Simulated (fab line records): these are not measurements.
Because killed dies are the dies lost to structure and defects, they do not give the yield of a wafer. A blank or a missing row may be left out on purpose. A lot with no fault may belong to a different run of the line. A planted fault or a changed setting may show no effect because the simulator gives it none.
Problem report, 8D (eight disciplines) form, completed by code | flow n5Finfet | the parts of the form that need people (team, actions taken, sign-off) are left out

## 1. PROBLEM STATEMENT
Wafers without a fault read 238 s, standard deviation 5.6; etchRfOnTimeS at N5_BEOL_M14_ETCH_67 reads a mean of 385 s on 3 wafers belonging to 2 lots. Relative to the usual mean, that is a shift of +26 standard deviations.
The step: etches SiARC in CF4, target depth 143 nm, time 238.3 s.
First seen on wafer L215.3, day 14 04:22, on rieDiel-04. At this step, 33 wafers from 11 lots have a number in the record. Rule for "out" (also "out of limits"): further than 4 standard deviations from the usual mean. All remaining wafers that have a number are taken as sound.

## 2. WHAT IT IS, AND WHAT IT ISN'T
question                    | is                     | is not
which readings at this step | etchRfOnTimeS          | oesProductAu, rfVppV, showerheadPlenumPTorr, throttleValvePct
which lots                  | L215, L216             | L205, L206, L207, L209, L222, L225, L226, L227, L228
which wafers of those lots  | L215.3, L215.4, L216.4 | L215.1, L216.1, L216.6
read on which tools         | rieDiel-04             | rieDiel-02, rieDiel-03
when                        | from day 14 04:22      | up to then (13 sound wafers); but 17 sound wafers of L216, L222, L225, L226, L227, L228 came after

## 3. THE SUSPECTS, EACH WITH WHAT RULES IT OUT
Counting: any tool at a process step up to the reading remains a suspect provided it ran every lot that is out. Sound lots after the first of them don't rule it out here, since some wafers of a struck lot are sound.
- rieDiel-04 at N5_BEOL_M14_ETCH_67 (etches SiARC in CF4, target depth 143 nm, time 238.3 s): kept. It ran every lot that is out, first L215 (day 14 04:22). Out on those wafers are its own readings of etchRfOnTimeS.
Remaining after the count: rieDiel-04 at N5_BEOL_M14_ETCH_67.

## 4. THE CAUSE (what the simulator had put in)
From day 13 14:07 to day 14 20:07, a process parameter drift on rieDiel-04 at N5_BEOL_M14_ETCH_67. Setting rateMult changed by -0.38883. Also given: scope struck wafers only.
This tool alone remained once counting was done.

## 5. SEQUENCE OF EFFECTS, ordered by route
One row per reading whose mean, taken over the struck wafers that have a number, lies over 3 standard deviations from the usual. Readings are gone through only where the record gives a usual standard deviation; hours: the median, over the lots, of the time from a lot's start at the first step in this table giving one to that lot's start at this step; sigmas: the change measured in usual standard deviations.
hours | step                | reading       | usual | on struck wafers | change | sigmas
0     | N5_BEOL_M14_ETCH_67 | etchRfOnTimeS | 238 s | 385              | +147   | +26
Process steps it contains:
- N5_BEOL_M14_ETCH_67: etches SiARC in CF4, target depth 143 nm, time 238.3 s.
At these later measuring or inspecting steps, every struck wafer for which the step has a row has a number for every such reading, and none has moved that far: N5_BEOL_M14_OCD_MEAS_35.

## 6. HOW IT WOULD HAVE BEEN CAUGHT EARLIER
In this record no reading fell out of limits until day 14 04:22, 14 hours after the fault had begun at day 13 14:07.
